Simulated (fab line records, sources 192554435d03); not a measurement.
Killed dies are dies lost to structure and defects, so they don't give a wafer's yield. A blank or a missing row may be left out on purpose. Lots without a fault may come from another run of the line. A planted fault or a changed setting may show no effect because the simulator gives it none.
Chamber matching | flow n5_finfet | N5_BEOL_M8_STRIP_19 on rie_diel-03: 4 sister chambers
The step strips in O2. 4 wafers are shown with their chamber, then 12 later ones without.

WAFERS WITH THEIR CHAMBER
wafer  | chamber | showerhead_plenum_p_Torr (Torr)
L080.3 | 0       | 2.22
L085.2 | 2       | 2.26
L085.4 | 1       | 2.20
L085.6 | 3       | 2.08

WAFERS WITHOUT THEIR CHAMBER
wafer  | showerhead_plenum_p_Torr (Torr)
L083.1 | 2.20
L083.2 | 2.08
L083.5 | 2.26
L084.2 | 2.26
L084.4 | 2.19
L084.5 | 2.20
L088.1 | 2.19
L088.2 | 2.08
L088.5 | 2.19
L097.1 | 2.21
L097.3 | 2.25
L097.6 | 2.18

WHICH CHAMBER EACH WENT THROUGH
wafer  | from the rows above     | in truth
L083.1 | 1                       | 1
L083.2 | 3                       | 3
L083.5 | 2                       | 2
L084.2 | 2                       | 2
L084.4 | 1                       | 1
L084.5 | 1                       | 1
L088.1 | 1                       | 1
L088.2 | 3                       | 3
L088.5 | 1                       | 1
L097.1 | can't be placed: 1 or 0 | 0
L097.3 | 2                       | 2
L097.6 | 1                       | 1
Placed correctly: 11 of 12. Can't be placed from these rows: 1 (the true chamber is among the candidates in 1). Placed wrongly: 0.
How it was worked out, from the rows above alone: a wafer's distance from a chamber is the root of the sum, over the readings, of the square of ((its reading less the chamber's mean) divided by the reading's scatter). The wafer belongs to the nearest chamber; if the next one is less than 2 further off, it can't be placed. A chamber's mean is the mean of its shown wafers. The scatter: with one shown wafer a chamber, the root of the mean of the squares of how far each hidden wafer lies from its nearest shown one.
